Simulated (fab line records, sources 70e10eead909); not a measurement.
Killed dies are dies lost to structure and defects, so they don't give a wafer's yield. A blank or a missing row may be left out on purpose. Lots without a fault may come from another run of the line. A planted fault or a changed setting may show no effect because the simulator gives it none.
Which tool did it? | flow nand_harc | 11 lots, 33 wafers sampled, at 6 steps of a route of 1302

WHAT THE GAUGES READ, wafer by wafer
NHARC_A_SLIT_CD_MEAS_21.
lot  | measured     | on        | cd_nm (nm)
L076 | day 20 14:12 | cd_sem-02 | 289.6 290.1 289.8
L078 | day 21 19:55 | cd_sem-01 | 290.0 290.2 289.7
L080 | day 22 00:52 | cd_sem-01 | 289.7 289.7 290.0
L082 | day 22 23:14 | cd_sem-02 | 290.4 289.7 289.8
L083 | day 23 17:34 | cd_sem-03 | 290.1 289.6 289.9
L085 | day 24 08:47 | cd_sem-02 | 290.2 290.4 289.5
L087 | day 25 09:49 | cd_sem-01 | 289.2 289.3 289.8
L089 | day 25 22:55 | cd_sem-03 | 290.3 289.7 289.8
L092 | day 27 14:16 | cd_sem-03 | 289.1 290.0 289.5
L093 | day 27 10:29 | cd_sem-01 | 289.5 289.8 289.4
L097 | day 29 16:41 | cd_sem-03 | 289.1 290.0 290.1

WHICH TOOL RAN EACH LOT (tool, then ch and the chambers of the sampled wafers, then the start)
lot  | NHARC_A_STAIRCASE_DESCUM_252       | NHARC_A_STAIRCASE_HM_DEP_456  | NHARC_A_STAIRCASE_DESCUM_291       | NHARC_A_SGD_CUT_ETCH_15                       | NHARC_A_SLIT_STRIP_18
L076 | rie_diel-01 ch 1,2, day 16 18:07   | acl_dep-02 ch 0, day 16 20:41 | rie_diel-01 ch 0,2,3, day 17 09:07 | rie_diel-05 ch 0,1, day 20 14:12 or earlier   | rie_diel-13 ch 0,2, day 20 14:12 or earlier
L078 | rie_diel-09 ch 0,2,3, day 17 19:38 | acl_dep-03 ch 0, day 17 20:37 | rie_diel-06 ch 0,1,2, day 18 05:11 | rie_diel-05 ch 0,2,3, day 21 19:55 or earlier | rie_diel-03 ch 0,1,3, day 21 19:55 or earlier
L080 | rie_diel-09 ch 1,2, day 18 04:26   | acl_dep-02 ch 0, day 18 05:30 | rie_diel-09 ch 1,2,3, day 18 14:23 | rie_diel-04 ch 0,3, day 22 00:52 or earlier   | rie_diel-03 ch 0,1,3, day 22 00:52 or earlier
L082 | rie_diel-01 ch 2,3, day 19 06:11   | acl_dep-02 ch 0, day 19 07:10 | rie_diel-06 ch 1,2, day 19 15:52   | rie_diel-10 ch 1,2,3, day 22 23:14 or earlier | rie_diel-03 ch 0,1, day 22 23:14 or earlier
L083 | rie_diel-01 ch 1,3, day 19 15:28   | acl_dep-01 ch 0, day 19 17:22 | rie_diel-09 ch 0,1, day 20 05:17   | rie_diel-05 ch 0,2,3, day 23 17:34 or earlier | rie_diel-02 ch 1,2, day 23 17:34 or earlier
L085 | rie_diel-09 ch 0,1,3, day 20 11:04 | acl_dep-01 ch 0, day 20 13:59 | rie_diel-06 ch 0,1,2, day 20 22:38 | rie_diel-10 ch 0,1,2, day 24 08:47 or earlier | rie_diel-03 ch 0,1,3, day 24 08:47 or earlier
L087 | rie_diel-01 ch 1,3, day 21 18:26   | acl_dep-01 ch 0, day 21 21:31 | rie_diel-06 ch 0,1, day 22 06:45   | rie_diel-10 ch 0,2,3, day 25 09:49 or earlier | rie_diel-03 ch 1,2,3, day 25 09:49 or earlier
L089 | rie_diel-09 ch 0,1,2, day 22 08:19 | acl_dep-01 ch 0, day 22 09:40 | rie_diel-01 ch 0,1,2, day 22 18:54 | rie_diel-10 ch 0,1,3, day 25 22:55 or earlier | rie_diel-03 ch 0,1,2, day 25 22:55 or earlier
L092 | rie_diel-06 ch 0,1,3, day 23 13:49 | acl_dep-01 ch 0, day 23 15:35 | rie_diel-06 ch 1,2, day 24 00:14   | rie_diel-05 ch 0,1, day 27 14:16 or earlier   | rie_diel-13 ch 0,3, day 27 14:16 or earlier
L093 | rie_diel-06 ch 1,2, day 23 18:35   | acl_dep-03 ch 0, day 23 19:53 | rie_diel-01 ch 0,1,3, day 24 08:42 | rie_diel-04 ch 0,1,2, day 27 10:29 or earlier | rie_diel-13 ch 0,1, day 27 10:29 or earlier
L097 | rie_diel-06 ch 0,1,3, day 25 23:24 | acl_dep-01 ch 0, day 26 01:10 | rie_diel-01 ch 0,2, day 26 12:38   | rie_diel-10 ch 0,1,3, day 29 16:41 or earlier | rie_diel-02 ch 0,2,3, day 29 16:41 or earlier
- NHARC_A_STAIRCASE_DESCUM_252: chemistry O2, time 3 s.
- NHARC_A_STAIRCASE_HM_DEP_456: deposits aC, target thk 3100 nm.
- NHARC_A_STAIRCASE_DESCUM_291: chemistry O2, time 3 s.
- NHARC_A_SGD_CUT_ETCH_15: etches the open film in CH3F/O2, target depth 75 nm, time 64.3 s.
- NHARC_A_SLIT_STRIP_18: strips in O2.

THE ANSWER, worked out from the rows above alone
Rule: what is usual is taken from the lots themselves. Put in order of their means at a reading, lots are off if they are a third of the lots or fewer, leave a main group of 4 or more, and stand apart from it by a gap of 3 or more times the standard deviation of the main group's means; of several such gaps the widest counts. A main group whose means are all the same, to the digits that the tables above print for the reading, isn't used. A lot without any number at a reading at which 4 lots or more have one is off too. The other lots that the step has rows for count as sound.
No lot is off at any reading shown: from this, nothing can be told.

WHAT THE SIMULATOR HAD PUT IN
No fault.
